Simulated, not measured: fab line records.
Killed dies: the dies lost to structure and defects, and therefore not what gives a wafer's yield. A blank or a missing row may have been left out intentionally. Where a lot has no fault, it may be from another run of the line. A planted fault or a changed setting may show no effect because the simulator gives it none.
Chamber matching + flow nand_harc + NHARC_A_STAIRCASE_CMP_450 on cmp-02 has 4 sister chambers
The step polishes SiO2, target thk 200 nm. 14 wafers are shown with their chamber, then 7 later ones without.

## WAFERS PAIRED WITH THEIR CHAMBERS
| wafer  | chamber | motor_current_A (A) | edge_zone_pressure_frac |
|--------|---------|---------------------|-------------------------|
| L076.2 | 3       | 12.5                | 0.993                   |
| L076.4 | 2       | 13.3                | 1.004                   |
| L076.5 | 1       | 12.1                | 0.998                   |
| L077.2 | 3       | 12.0                | 0.998                   |
| L077.3 | 1       | 12.4                | 1.000                   |
| L077.6 | 3       | 12.3                | 0.994                   |
| L078.1 | 3       | 11.9                | 1.002                   |
| L078.2 | 0       | 11.5                | 1.009                   |
| L078.3 | 2       | 13.6                | 0.992                   |
| L080.1 | 2       | 13.9                | 0.995                   |
| L080.4 | 1       | 12.4                | 1.000                   |
| L080.6 | 2       | 13.9                | 0.999                   |
| L092.2 | 2       | 13.0                | 0.996                   |
| L092.5 | 0       | 11.2                | 0.999                   |

SIGNATURES (means of the wafers above)
| reading                 | chamber 0 | chamber 1 | chamber 2 | chamber 3 | scatter within a chamber |
|-------------------------|-----------|-----------|-----------|-----------|--------------------------|
| motor_current_A         | 11.350    | 12.300    | 13.540    | 12.175    | 0.307                    |
| edge_zone_pressure_frac | 1.00400   | 0.99933   | 0.99720   | 0.99675   | 0.00432                  |
Rule: for each reading, subtract the chamber's mean from the wafer's reading, divide by that reading's scatter and square the result; add these up over the readings and take the root, which gives the wafer's distance from the chamber. The wafer belongs to the nearest chamber; if the next one is less than 2 further off, it can't be placed. The scatter: take each reading less its chamber's mean, square it, sum over the shown wafers, divide by the number of wafers less the number of chambers, and take the root.

## WAFERS WITH NO CHAMBER GIVEN
| wafer  | motor_current_A (A) | edge_zone_pressure_frac |
|--------|---------------------|-------------------------|
| L092.6 | 11.9                | 1.003                   |
| L094.2 | 11.3                | 1.001                   |
| L094.4 | 11.9                | 1.014                   |
| L094.5 | 13.8                | 0.994                   |
| L096.2 | 11.5                | 0.998                   |
| L096.3 | 11.7                | 0.999                   |
| L096.5 | 12.7                | 1.002                   |

## WHICH CHAMBER EACH ONE RAN IN
| wafer  | from the rows above          | in truth                   |
|--------|------------------------------|----------------------------|
| L092.6 | can't be placed: 1 or 3 or 0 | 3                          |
| L094.2 | 0                            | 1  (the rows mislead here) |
| L094.4 | can't be placed: 0 or 1 or 3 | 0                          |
| L094.5 | 2                            | 2                          |
| L096.2 | can't be placed: 0 or 3 or 1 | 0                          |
| L096.3 | can't be placed: 0 or 3 or 1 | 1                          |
| L096.5 | can't be placed: 1 or 3 or 2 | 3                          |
Correct placement for 1 of the 7. These rows do not allow placing 5 (true chamber among the candidates in 5). Placed wrongly: 1.
